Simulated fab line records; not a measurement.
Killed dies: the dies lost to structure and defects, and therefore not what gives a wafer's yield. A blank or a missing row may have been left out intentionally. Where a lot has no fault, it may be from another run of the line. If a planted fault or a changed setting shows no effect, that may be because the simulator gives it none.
Comparing a struck lot with a sound one -- flow n5 finfet -- 14 out of 1938 route steps
Sound: wafers L947.3, L947.5, L947.6. Struck: wafer L937.4 (L937.3, L937.6, from the same lot, were not struck and are left out); the cause is given at the end.
Order at every step that has rows: each side's tool, ch and its chambers, its first start. Under that, the readings that differ: sound wafers -- struck wafers -- difference of the means -- sigmas: that difference in standard deviations of wafers without a fault.
alike: a reading whose means differ by less than 2 such deviations, as well as words and numbers matching on both sides. not compared: withheld readings; readings where some wafer has no value; bounds like >300 that might hide an equal value; numbers whose values overlap and for which the record gives no deviation.
Wherever a step has rows on one side only, a row that says differs or no value, or a row with sigmas, the two part there. Numbers that don't overlap but have no deviation are shown without sigmas and don't part them. Lack of a reading on every wafer of one side parts them only where that side has two or more wafers.

N5_BEOL_M5_STRIP_91: strips in N2/H2, time 10 s.
  sound: rie diel-05 ch 0,1,3; struck: rie diel-06 ch 0
  alike: bias power w, drypump motor current A, oes product au, rf vpp V, showerhead plenum p Torr, throttle valve pct
  not compared: rf hours counter h
N5_BEOL_M5_OCD_MEAS_38:
  struck on ocd-01, day 9 01:30; sound on ocd-02, day 11 10:50
  alike: trench depth nm
then, 4 steps without rows for these wafers: N5_BEOL_M5_HM_STRIP_39 (strips TiN in peroxide tin strip, target depth 25 nm, time 158 s); N5_BEOL_M5_SRD_40 (time 30 s); N5_BEOL_M5_PRECLEAN_42 (cleans in residue remover, time 60 s); N5_BEOL_M5_SRD_43 (time 30 s).
N5_BEOL_M5_CD_MEAS_35: target cd 28 nm, target cd y 24 nm.
  struck on cd sem-01, day 9 01:39; sound on cd sem-02, day 11 10:59
  alike: cd nm
N5_BEOL_M5_CURE_80: cures SiCOH lowk, time 120 s.
  sound on uv cure-01 ch 0, day 11 11:07; struck on uv cure-02 ch 1, day 9 01:52
  alike: lamp power pct, wafer_temp_C_max
then, 1 step without rows for these wafers: N5_BEOL_M5_DEGAS_44 (time 60 s).
N5_BEOL_M5_PRE_CLEAN_45: time 30 s.
  struck on pvd sputter-03, day 9 02:08; sound on pvd sputter-03, day 11 11:28
reading,sound,struck,difference,sigmas
heater power w (W),391 362 395,300,-83,-2
N5_BEOL_M5_ALD_86: deposits TaN, pulse time 2 s, purge time 3 s, co reactant purge time 2 s.
  sound on ald metal-03 ch 0,1,2, day 11 11:32; struck on ald metal-04 ch 0, day 9 02:12
  alike: heater power w, mfc carrier sccm
  not compared: since wet clean h
N5_BEOL_M5_SURFACE_TREAT_87:
  struck on pvd sputter-03, day 9 02:26; sound on pvd sputter-03, day 11 11:53
  not compared: pressure mtorr, throttle valve pct
N5_BEOL_M5_CVD_47: deposits Co from CCTBA/H2, target thk 3 nm, time 216 s.
  sound on cvd co-01 ch 0,1,2, day 11 11:59; struck on cvd co-02 ch 2, day 9 02:31
reading,sound,struck,difference,sigmas
run length s (s),239.1 239.6 239.7,385.8,+146.3,+99 or more
  not compared: since wet clean h
then, 1 step without rows for these wafers: N5_BEOL_M5_SPUTTER_48 (material Cu, target thk 15 nm, time 27.62 s).

WHERE THEY PART
Earliest at N5_BEOL_M5_PRE_CLEAN_45; latest, in this record, at N5_BEOL_M5_CVD_47.

WHY: what had been put in by the simulator
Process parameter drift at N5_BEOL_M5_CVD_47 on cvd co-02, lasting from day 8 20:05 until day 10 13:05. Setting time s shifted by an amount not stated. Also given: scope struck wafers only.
